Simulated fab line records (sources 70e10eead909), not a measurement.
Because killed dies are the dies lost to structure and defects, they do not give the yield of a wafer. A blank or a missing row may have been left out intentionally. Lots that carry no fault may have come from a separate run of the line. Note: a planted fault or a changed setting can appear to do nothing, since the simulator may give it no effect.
Struck lot and sound lot, side by side / flow nand_harc / 14 steps out of a route of 1302
Sound: wafers L703.1, L703.2, L703.6. Struck: wafers L702.1, L702.5, L702.6. Last of all comes the cause.
For every step that has rows: the tool of each side, followed by ch and its chambers, followed by its first start. Under that, the readings that differ: sound wafers / struck wafers / difference of the means / sigmas: that difference in standard deviations of wafers without a fault.
alike: same words and numbers on both sides, and readings whose means sit less than 2 such deviations apart. not compared: any withheld reading, any reading some wafer has no value for, any bound like >300 that may hide the same value, and any number with overlapping values for which the record gives no deviation.
A row with sigmas, a row that says differs or no value, or rows on one side alone: a step with any of these is where the two part. Numbers that don't overlap but have no deviation are shown without sigmas and don't part them. A reading missing from all wafers of one side parts the sides only when that side holds two or more wafers.

NHARC_A_ONON_D1_THK_MEAS_21: measures by ellipsometry.
  sound: film_metro-02 at day 14 23:11; struck: film_metro-02 at day 14 05:02
reading=thk_nm (nm); sound=1013 1013 1014; struck=990 991 993; difference=-22; sigmas=-2
next comes 1 step that has no rows for these wafers: NHARC_A_ONON_D1_DEP_22 (target thickness 1000 nm).
NHARC_A_ONON_D1_THK_MEAS_24: measures by ellipsometry.
  sound: film_metro-01 at day 14 23:45; struck: film_metro-02 at day 14 05:37
  alike: thk_nm
next comes 1 step that has no rows for these wafers: NHARC_A_ONON_D1_DEP_25 (target thickness 1000 nm).
NHARC_A_ONON_D1_THK_MEAS_27: measures by ellipsometry.
  sound: film_metro-01 at day 15 00:19; struck: film_metro-02 at day 14 06:11
  alike: thk_nm
next comes 1 step that has no rows for these wafers: NHARC_A_ONON_D1_DEP_28 (target thickness 1000 nm).
NHARC_A_ONON_D1_THK_MEAS_30: measures by ellipsometry.
  sound: film_metro-02 at day 15 00:53; struck: film_metro-01 at day 14 06:46
  alike: thk_nm
NHARC_A_ONON_D1_DEP_33: deposits SiO2, target thk 200 nm.
  sound on pecvd-02 ch 0,1,2, day 15 00:57; struck on pecvd-02 ch 0,2, day 14 06:52
  alike: chamber_pressure_Torr, flow_sccm, heater_power_w, throttle_valve_pct
  not compared: since_wet_clean_h
NHARC_A_ONON_D1_THK_MEAS_34: measures by ellipsometry.
  sound: film_metro-01 at day 15 01:22; struck: film_metro-01 at day 14 07:14
  alike: thk_nm
NHARC_A_ONON_D1_INSPECT_32:
  sound: defect_inspect-02 at day 15 01:25; struck: defect_inspect-02 at day 14 07:17
  alike: raw_defect_count
NHARC_A_CHANNEL_HOLE_D1_DEP_00: deposits aC, target thk 3100 nm.
  sound on acl_dep-01 ch 0, day 15 02:41; struck on acl_dep-03 ch 0, day 14 08:34
  alike: susceptor_temp_C, throttle_valve_pct
NHARC_A_CHANNEL_HOLE_D1_DEP_01: deposits SiON, target thk 140 nm.
  sound on pecvd-02 ch 1,2, day 15 04:37; struck on pecvd-02 ch 0,1,2, day 14 10:29
  no value came back on the struck wafers for chamber_pressure_Torr (Torr), heater_power_outer_w (W), heater_power_w (W); on the sound wafers chamber_pressure_Torr (Torr) reads 3.496 3.508 3.519
  not compared: since_wet_clean_h
then, 1 step without rows for these wafers: NHARC_A_CHANNEL_HOLE_D1_DEHYDRATE_02 (time 120 s).
-- jump in the record: it breaks off in module A_CHANNEL_HOLE_D1 and resumes in module END (first step shown: number 1302 of the route), and 16 days separate the struck wafers' starts before and after --
NHARC_END_SORT_01:
  at this point the record logs the struck wafers (prober-01 ch 0, day 30 13:16) and has no rows for the sound ones

WHERE THEY PART
At NHARC_A_ONON_D1_THK_MEAS_21 first; at NHARC_END_SORT_01 last (within this record only).

WHY: what had been put in by the simulator
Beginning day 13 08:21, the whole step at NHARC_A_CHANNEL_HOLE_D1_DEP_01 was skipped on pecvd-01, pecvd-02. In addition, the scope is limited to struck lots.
